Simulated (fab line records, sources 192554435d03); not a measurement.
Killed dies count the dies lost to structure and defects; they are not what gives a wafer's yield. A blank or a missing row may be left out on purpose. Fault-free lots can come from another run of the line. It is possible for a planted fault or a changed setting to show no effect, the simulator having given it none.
fab line records	flow n5Finfet	part 1 of 2: steps 1 to 3 of 6
record: lots: 21	wafers: 63	lastDay: 19
route steps=1938 shown FIN_SAQP@116 FIN_CUT@165
lots that met no fault: from a run of the same line without faults
startH: start of the lot's first displayed wafer, in hours after the record's first day	waitH: hours since the lot's step before	" unchanged from the row above	L1.1+2: a row that stands for several wafers	- no value, or no start was given	* or withheld: withheld	< > ~ a bound
route shown NAME@n: a module of which the file shows steps, and the number in the route of the first	usual: mean/standard deviation of fault-free wafers	same: alike in all rows	chamber/n: place in a boat	sites: per-site readings	_std_site: standard deviation across them	_edge_site: inner sites' mean taken away from outer sites' mean	radiusMm: for every site, how far away it sits from the centre of the wafer	mask NAME#n: copy n	behind: tool/chamber where the wafer was last shaped	hold: what put the lot on hold/how long, in hours/how the hold closed	device: transistor that didn't switch, given as n, p or np	end of line: the same wafers' tests at the end of the route	a step given without rows: its recipe and nothing more	killed: not the wafer's yield, but the dies lost to structure and defects at the first sort	map: per-die view of a wafer (x killed, . not killed, _ where there is no die)
set.NAME: the setting as run; set.NAME@STEP: as run at that earlier step	model.NAME: the simulator's own value behind a step, which no gauge read
a sample of lots followed through the steps of the route, with each step as a table and each wafer as a row
services: when a tool's chamber went out of use (startH, in hours from the record's first day, below 0 if earlier), for how many hours, and the reason
== steps ==
step: N5_FIN_SAQP_ETCH_52
recipe: chemistry: N2/H2	target: SOC	targetDepthA: 1000	overetchA: 200	maskMaterial: SiARC	tempC: 40	timeS: 150	ionEnergyEv: 200	pressureMtorr: 30	sourceW: 840	biasW: 150	n2FlowSccm: 200	h2FlowSccm: 200	ends: endPoint
usual: drypumpMotorCurrentA: 5.5/0.38	h2FlowSccm: 200.0/0.63	oesProductAu: 0.73/0.085	rfVppV: 525.2/2.1	showerheadPlenumPTorr: 2.59/0.069	throttleValvePct: 17.80/0.23
lot.wafer	tool	chamber	startH	waitH	drypumpMotorCurrentA	h2FlowSccm	oesProductAu	rfHoursCounterH	rfVppV	showerheadPlenumPTorr	throttleValvePct
L074.2	rieDiel-04	2	22.67	0.0	5.4	200.7	0.87	6	525.3	2.61	17.74
L074.3	"	0	"	"	5.8	199.3	0.68	163	523.7	2.53	17.77
L074.4	"	0	"	"	5.8	199.0	0.67	-	524.1	2.53	17.79
L076.2	rieDiel-01	0	33.72	0.0	5.3	200.2	0.88	4	528.5	2.71	17.49
L076.3	"	1	"	"	5.9	201.1	0.65	166	524.7	2.64	17.83
L076.5	"	3	"	"	5.7	200.5	0.61	-	523.1	2.50	17.97
L078.1	rieDiel-04	2	47.33	0.0	5.4	198.5	0.83	16	526.3	2.60	17.75
L078.3	"	3	"	"	5.6	200.5	0.84	5	526.4	2.60	17.66
L078.4	"	0	"	"	5.7	200.3	0.67	171	523.2	2.53	17.80
L079.2	rieDiel-01	0	52.28	0.0	5.3	201.5	0.84	14	528.5	2.71	17.49
L079.5	"	0	"	"	5.3	200.0	0.84	-	528.5	2.71	17.50
L079.6	"	2	"	"	6.1	198.5	0.86	-	527.9	2.71	17.47
L080.2	rieDiel-02	3	58.09	0.0	5.1	200.9	0.70	131	526.8	2.66	17.66
L080.3	"	2	"	"	5.5	199.4	0.68	136	523.9	2.54	17.65
L080.6	"	3	"	"	5.1	200.8	0.70	-	526.3	2.66	17.65
L081.3	rieDiel-01	2	63.94	0.0	6.1	200.0	0.86	10	528.1	2.71	17.49
L081.5	"	2	"	"	6.1	200.3	0.86	-	529.1	2.71	17.46
L081.6	"	3	"	"	5.7	200.6	0.90	-	523.9	2.50	17.53
L082.2	rieDiel-02	1	70.44	0.0	4.7	199.8	0.77	58	525.0	2.58	17.94
L082.4	"	3	"	"	5.1	199.9	0.70	135	528.0	2.65	17.67
L082.5	"	3	"	"	5.1	200.1	0.69	-	525.9	2.66	17.65
L083.2	rieDiel-01	1	76.77	0.0	5.9	199.6	0.63	186	526.5	2.63	17.87
L083.3	"	3	"	"	5.7	200.2	0.86	5	521.7	2.50	17.53
L083.6	"	0	"	"	5.3	201.3	0.83	-	528.7	2.70	17.52
L084.2	rieDiel-02	3	82.60	0.0	5.1	200.9	0.69	140	525.9	2.65	17.70
L084.3	"	2	"	"	5.5	200.3	0.67	146	522.5	2.54	17.66
L084.4	"	1	"	"	4.7	199.2	0.77	63	523.3	2.58	17.94
L085.1	rieDiel-02	0	87.92	0.0	5.7	200.5	0.64	193	525.3	2.64	18.29
L085.2	"	3	"	"	5.1	200.2	0.69	141	527.8	2.65	17.67
L085.3	"	2	"	"	5.5	200.4	0.67	147	521.9	2.54	17.65
L086.4	rieDiel-01	0	95.37	0.0	5.3	199.7	0.80	32	529.1	2.70	17.52
L086.5	"	3	"	"	5.7	199.4	0.84	-	522.4	2.50	17.56
L086.6	"	0	"	"	5.3	200.1	0.82	-	529.0	2.70	17.54
L087.2	rieDiel-02	2	100.51	0.0	5.5	199.8	0.67	150	523.7	2.54	17.67
L087.4	"	1	"	"	4.7	200.4	0.76	69	525.1	2.58	17.96
L087.5	"	2	"	"	5.5	200.2	0.67	-	523.1	2.54	17.66
L088.2	rieDiel-02	1	107.55	0.0	4.7	200.6	0.76	71	525.2	2.58	17.95
L088.3	"	3	"	"	5.1	200.3	0.68	147	527.2	2.65	17.69
L088.5	"	2	"	"	5.5	200.2	0.67	-	523.3	2.54	17.67
L089.3	rieDiel-01	0	112.52	0.0	5.3	200.6	0.81	38	527.3	2.70	17.54
L089.4	"	2	"	"	6.1	199.2	0.82	25	527.3	2.70	17.51
L089.5	"	2	"	"	6.1	199.8	0.81	-	529.8	2.70	17.50
L090.2	rieDiel-02	2	118.25	0.0	5.5	200.7	0.67	158	523.0	2.53	17.68
L090.3	"	1	"	"	4.7	200.1	0.75	77	525.1	2.57	17.98
L090.4	"	2	"	"	5.5	200.9	0.67	-	522.7	2.53	17.68
L091.1	rieDiel-04	3	124.21	0.0	5.6	200.0	0.78	36	523.8	2.59	17.73
L091.3	"	2	"	"	5.4	201.1	0.79	48	525.6	2.59	17.82
L091.6	"	3	"	"	5.6	200.0	0.78	-	524.9	2.59	17.71
L093.1	rieDiel-04	2	136.33	0.0	5.4	199.7	0.78	52	525.1	2.59	17.82
L093.3	"	3	"	"	5.6	199.2	0.77	40	525.4	2.58	17.73
L093.6	"	0	"	"	5.7	200.1	0.66	-	524.4	2.51	17.85
L094.1	rieDiel-01	2	142.04	0.0	6.1	199.6	0.80	37	529.7	2.69	17.52
L094.2	"	3	"	"	5.7	199.8	0.81	28	522.3	2.49	17.58
L094.3	"	0	"	"	5.3	199.4	0.79	50	527.8	2.69	17.58
L095.2	rieDiel-04	1	148.42	0.0	5.4	200.0	0.81	22	522.3	2.50	17.79
L095.3	"	0	"	"	5.7	200.7	0.64	210	523.7	2.51	17.87
L095.6	"	0	"	"	5.7	199.5	0.64	-	522.4	2.51	17.86
L096.4	rieDiel-04	0	154.35	0.0	5.7	201.0	0.64	-	522.1	2.51	17.86
L096.5	"	1	"	"	5.4	200.6	0.81	-	522.8	2.49	17.81
L096.6	"	2	"	"	5.4	199.2	0.77	-	523.8	2.59	17.85
L097.1	rieDiel-02	1	162.00	0.0	4.7	200.3	0.75	89	525.5	2.57	18.00
L097.3	"	0	"	"	5.6	199.3	0.62	216	526.5	2.63	18.35
L097.6	"	1	"	"	4.6	200.5	0.75	-	524.3	2.57	17.98
step: N5_FIN_SAQP_MANDREL_ETCH_22
recipe: targetDepthA: 600	chemistry: HBr/Cl2	target: a-Si	stopOn: SiNx	btTimeS: 10	overEtchFrac: 0.5	timeS: 30	pressureMtorr: 10	icpW: 800	biasW: 75	HBr_flow_sccm: 150	Cl2_flow_sccm: 80	ends: endPoint
usual: drypumpMotorCurrentA: 5.6/0.53	heBacksideLeakSccm: 2.87/0.28	oesProductAu: 0.763/0.011	throttleValvePct: 35.37/0.26
lot.wafer	tool	chamber	startH	waitH	drypumpMotorCurrentA	heBacksideLeakSccm	oesProductAu	rfHoursCounterH	throttleValvePct
L074.2	rieSi-06	1	22.86	0.0	5.0	2.44	0.756	123	34.92
L074.3	"	2	"	"	6.1	3.09	0.753	103	35.15
L074.4	"	0	"	"	4.9	3.07	0.771	203	35.81
L076.2	rieSi-06	3	33.92	0.0	6.2	2.88	0.751	45	35.38
L076.3	"	2	"	"	6.1	2.91	0.750	103	35.18
L076.5	"	0	"	"	4.9	3.20	0.764	-	35.79
L078.1	rieSi-02	0	47.52	0.0	5.7	2.64	0.762	98	35.62
L078.3	"	3	"	"	6.0	2.77	0.752	74	35.30
L078.4	"	2	"	"	5.6	3.57	0.763	202	35.79
L079.2	rieSi-06	2	52.47	0.0	6.1	2.95	0.749	104	35.14
L079.5	"	2	"	"	6.1	2.99	0.764	-	35.13
L079.6	"	3	"	"	6.2	2.68	0.762	-	35.37
L080.2	rieSi-06	3	58.28	0.0	6.2	2.71	0.758	46	35.37
L080.3	"	1	"	"	5.0	2.99	0.764	124	34.95
L080.6	"	3	"	"	6.2	2.72	0.775	-	35.36
L081.3	rieSi-01	1	64.13	0.0	5.7	2.49	0.760	18	35.27
L081.5	"	0	"	"	6.2	2.69	0.780	-	35.49
L081.6	"	3	"	"	4.7	2.97	0.750	-	35.57
L082.2	rieSi-02	2	70.63	0.0	5.5	3.52	0.757	202	35.82
L082.4	"	0	"	"	5.7	2.65	0.772	98	35.60
L082.5	"	0	"	"	5.7	2.58	0.779	-	35.59
L083.2	rieSi-06	1	76.97	0.0	5.0	2.69	0.769	124	34.93
L083.3	"	3	"	"	6.1	2.71	0.762	46	35.37
L083.6	"	1	"	"	5.0	2.63	0.766	-	34.92
L084.2	rieSi-02	1	82.79	0.0	6.0	3.61	0.765	142	35.31
L084.3	"	3	"	"	6.0	2.56	0.761	75	35.28
L084.4	"	1	"	"	6.0	3.70	0.773	-	35.29
L085.1	rieSi-02	3	88.11	0.0	6.0	2.74	0.748	75	35.32
L085.2	"	1	"	"	6.0	3.50	0.759	143	35.31
L085.3	"	0	"	"	5.7	2.49	0.777	99	35.62
L086.4	rieSi-06	2	95.61	0.1	6.1	3.02	0.764	-	35.14
L086.5	"	2	"	"	6.1	3.01	0.755	-	35.15
L086.6	"	0	"	"	4.9	2.80	0.761	-	35.87
L087.2	rieSi-02	3	100.70	0.0	6.0	2.63	0.748	75	35.31
L087.4	"	2	"	"	5.5	3.15	0.754	0	35.76
L087.5	"	0	"	"	5.7	2.63	0.773	-	35.60
L088.2	rieSi-01	1	107.74	0.0	5.8	2.86	0.773	19	35.24
L088.3	"	0	"	"	6.2	2.69	0.786	156	35.49
L088.5	"	0	"	"	6.2	2.64	0.776	-	35.50
L089.3	rieSi-06	0	112.71	0.0	4.9	2.73	0.744	1	35.89
L089.4	"	2	"	"	6.1	2.93	0.765	-	35.15
L089.5	"	0	"	"	4.9	2.75	0.764	-	35.86
L090.2	rieSi-01	1	118.44	0.0	5.8	2.76	0.764	19	35.26
L090.3	"	2	"	"	5.4	3.11	0.752	106	35.25
L090.4	"	3	"	"	4.7	3.00	0.762	41	35.56
L091.1	rieSi-06	1	124.40	0.0	5.0	2.47	0.762	125	34.95
L091.3	"	2	"	"	6.1	2.88	0.751	106	35.16
L091.6	"	2	"	"	6.1	2.96	0.758	-	35.15
L093.1	rieSi-01	3	136.52	0.0	4.7	2.95	0.761	41	35.57
L093.3	"	2	"	"	5.3	3.16	0.741	106	35.25
L093.6	"	0	"	"	6.1	2.74	0.779	-	35.48
L094.1	rieSi-06	2	142.23	0.0	6.1	2.97	0.765	106	35.15
L094.2	"	0	"	"	4.9	2.66	0.769	1	35.86
L094.3	"	3	"	"	6.1	2.81	0.747	47	35.37
L095.2	rieSi-01	2	148.61	0.0	5.3	3.01	0.749	106	35.25
L095.3	"	3	"	"	4.7	2.85	0.752	41	35.58
L095.6	"	3	"	"	4.7	2.95	0.761	-	35.58
L096.4	rieSi-01	2	154.49	0.0	5.3	3.10	0.761	106	35.22
L096.5	"	2	"	"	5.3	3.08	0.742	-	35.24
L096.6	"	1	"	"	5.7	2.39	0.763	-	35.27
L097.1	rieSi-01	0	162.19	0.0	6.2	2.76	0.763	157	35.52
L097.3	"	1	"	"	5.7	2.68	0.773	20	35.24
L097.6	"	3	"	"	4.7	3.00	0.767	-	35.55
step: N5_FIN_SAQP_MANDREL1_REMOVE_56
recipe: chemistry: HBr/Cl2/O2	btTimeS: 10	target: a-Si	stopOn: SiNx	endpoint: OES-SiCl	overEtchFrac: 1	icpW: 600	biasW: 22	HBr_flow_sccm: 150	Cl2_flow_sccm: 80	O2_flow_sccm: 5	pressureMtorr: 10
usual: drypumpMotorCurrentA: 5.6/0.46	heBacksideLeakSccm: 2.9/0.37	oesProductAu: 0.998/0.013	throttleValvePct: 36.71/0.26
lot.wafer	tool	chamber	startH	waitH	drypumpMotorCurrentA	heBacksideLeakSccm	oesProductAu	rfHoursCounterH	throttleValvePct
L074.2	rieSi-06	3	26.37	0.1	6.1	2.7	0.997	45	36.71
L074.3	"	0	"	"	4.9	3.2	0.999	203	37.16
L074.4	"	1	"	"	5.0	2.6	0.995	123	36.24
L076.2	rieSi-02	2	35.55	0.1	5.5	3.5	0.991	202	37.15
L076.3	"	1	"	"	6.0	3.6	1.015	142	36.63
L076.5	"	2	"	"	5.5	3.5	0.980	-	37.15
L078.1	rieSi-02	3	49.13	0.1	6.0	2.7	0.991	74	36.65
L078.3	"	1	"	"	6.0	3.5	1.025	142	36.63
L078.4	"	0	"	"	5.7	2.3	1.015	98	36.95
L079.2	rieSi-06	2	54.37	0.1	6.1	3.0	0.996	104	36.48
L079.5	"	2	"	"	6.1	3.0	0.993	-	36.49
L079.6	"	1	"	"	5.0	2.8	1.002	-	36.25
L080.2	rieSi-06	2	64.09	0.1	6.1	2.9	0.991	104	36.48
L080.3	"	1	"	"	5.0	2.5	0.995	124	36.25
L080.6	"	2	"	"	6.1	2.9	1.000	-	36.48
L081.3	rieSi-06	3	66.16	0.1	6.2	2.6	0.995	46	36.71
L081.5	"	2	"	"	6.1	2.9	1.003	-	36.48
L081.6	"	3	"	"	6.2	2.8	0.993	-	36.71
L082.2	rieSi-01	0	72.48	0.1	6.1	2.8	0.996	155	36.86
L082.4	"	3	"	"	4.7	3.1	0.993	40	36.90
L082.5	"	2	"	"	5.3	3.1	0.978	-	36.57
L083.2	rieSi-06	2	78.58	0.1	6.1	3.0	1.000	104	36.48
L083.3	"	3	"	"	6.2	2.9	1.004	46	36.70
L083.6	"	2	"	"	6.1	3.0	0.996	-	36.49
L084.2	rieSi-01	2	84.40	0.1	5.4	3.0	0.980	105	36.60
L084.3	"	3	"	"	4.7	3.0	1.005	40	36.91
L084.4	"	1	"	"	5.7	2.8	1.000	19	36.56
L085.1	rieSi-01	0	89.73	0.1	6.1	2.6	0.998	156	36.84
L085.2	"	3	"	"	4.7	2.9	0.993	40	36.93
L085.3	"	2	"	"	5.3	3.1	0.975	105	36.58
L086.4	rieSi-01	2	97.22	0.1	5.3	3.0	0.988	105	36.57
L086.5	"	3	"	"	4.7	3.0	0.997	-	36.91
L086.6	"	0	"	"	6.2	2.7	1.004	-	36.84
L087.2	rieSi-01	2	102.32	0.1	5.3	3.0	0.987	105	36.58
L087.4	"	3	"	"	4.7	3.1	1.004	40	36.92
L087.5	"	2	"	"	5.3	3.0	0.984	-	36.57
L088.2	rieSi-06	1	110.47	0.1	5.0	2.6	0.980	125	36.26
L088.3	"	0	"	"	4.9	2.8	1.006	1	37.22
L088.5	"	2	"	"	6.1	3.1	0.999	-	36.49
L089.3	rieSi-01	3	114.44	0.1	4.7	3.2	1.005	41	36.90
L089.4	"	2	"	"	5.4	3.1	0.986	106	36.56
L089.5	"	3	"	"	4.7	3.1	1.004	-	36.92
L090.2	rieSi-02	3	120.18	0.1	6.0	2.5	0.990	75	36.64
L090.3	"	2	"	"	5.5	3.1	0.987	1	37.12
L090.4	"	0	"	"	5.7	2.6	1.019	99	36.95
L091.1	rieSi-02	0	126.76	0.1	5.7	2.3	1.017	99	36.96
L091.3	"	2	"	"	5.5	3.0	0.983	1	37.13
L091.6	"	0	"	"	5.7	2.5	1.020	-	36.95
L093.1	rieSi-02	1	138.13	0.1	6.0	3.6	1.013	144	36.62
L093.3	"	2	"	"	5.5	3.2	0.986	1	37.12
L093.6	"	2	"	"	5.5	3.2	0.981	-	37.12
L094.1	rieSi-02	2	144.42	0.1	5.5	3.0	0.973	1	37.11
L094.2	"	0	"	"	5.7	2.4	1.021	100	36.94
L094.3	"	1	"	"	6.0	3.4	1.011	144	36.63
L095.2	rieSi-02	0	151.78	0.1	5.7	2.4	1.006	100	36.95
L095.3	"	3	"	"	6.0	2.6	0.984	76	36.62
L095.6	"	1	"	"	6.0	3.4	1.010	-	36.65
L096.4	rieSi-02	3	156.11	0.1	6.0	2.5	0.994	76	36.66
L096.5	"	2	"	"	5.6	3.0	0.982	-	37.12
L096.6	"	1	"	"	6.0	3.6	1.018	-	36.62
L097.1	rieSi-02	0	165.21	0.1	5.7	2.6	1.004	100	36.94
L097.3	"	2	"	"	5.5	3.0	0.981	1	37.13
L097.6	"	3	"	"	6.0	2.6	0.980	-	36.64
